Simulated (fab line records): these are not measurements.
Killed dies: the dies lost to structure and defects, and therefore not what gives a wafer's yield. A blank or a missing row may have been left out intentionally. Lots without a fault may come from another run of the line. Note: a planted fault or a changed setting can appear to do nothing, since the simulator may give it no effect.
Matching of chambers :: flow nandHarc :: NHARC_A_SGD_CUT_DEP_00 on pecvd-02: 3 sister chambers
The step deposits SiNx, target thk 50 nm. 6 wafers are shown with their chamber, then 7 later ones without.

== WAFERS WITH THEIR CHAMBER ==
wafer: L717.4
chamber: 1
heaterPowerW (W): 879

wafer: L721.4
chamber: 1
heaterPowerW (W): 789

wafer: L723.1
chamber: 0
heaterPowerW (W): 552

wafer: L723.4
chamber: 2
heaterPowerW (W): 629

wafer: L728.1
chamber: 0
heaterPowerW (W): 602

wafer: L728.2
chamber: 2
heaterPowerW (W): 534

== WAFERS WITHOUT THEIR CHAMBER ==
wafer: L728.5
heaterPowerW (W): 538

wafer: L736.2
heaterPowerW (W): 576

wafer: L736.3
heaterPowerW (W): 817

wafer: L736.4
heaterPowerW (W): 579

wafer: L738.1
heaterPowerW (W): 753

wafer: L738.5
heaterPowerW (W): 613

wafer: L738.6
heaterPowerW (W): 775

== EACH ONE'S CHAMBER ==
wafer: L728.5
from the rows above: can't be placed: 0 or 2
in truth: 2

wafer: L736.2
from the rows above: can't be placed: 0 or 2
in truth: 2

wafer: L736.3
from the rows above: 1
in truth: 1

wafer: L736.4
from the rows above: can't be placed: 0 or 2
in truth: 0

wafer: L738.1
from the rows above: can't be placed: 1 or 2 or 0
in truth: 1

wafer: L738.5
from the rows above: can't be placed: 2 or 0
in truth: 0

wafer: L738.6
from the rows above: 1
in truth: 1
Correct placement for 2 of the 7. Cannot be placed on the basis of these rows: 5; the candidates contain the true chamber in 5. 0 placed wrongly.
How it was worked out, from the rows above alone: a wafer's distance from a chamber is the root of the sum, over the readings, of the square of ((its reading less the chamber's mean) divided by the reading's scatter). If the next closest chamber is less than 2 further off than the closest, the wafer can't be placed; otherwise it belongs to the closest. A chamber's mean is the mean of its shown wafers. The scatter: the root of (the sum of the squares of (reading less its chamber's mean) over the shown wafers, divided by (wafers less chambers)).
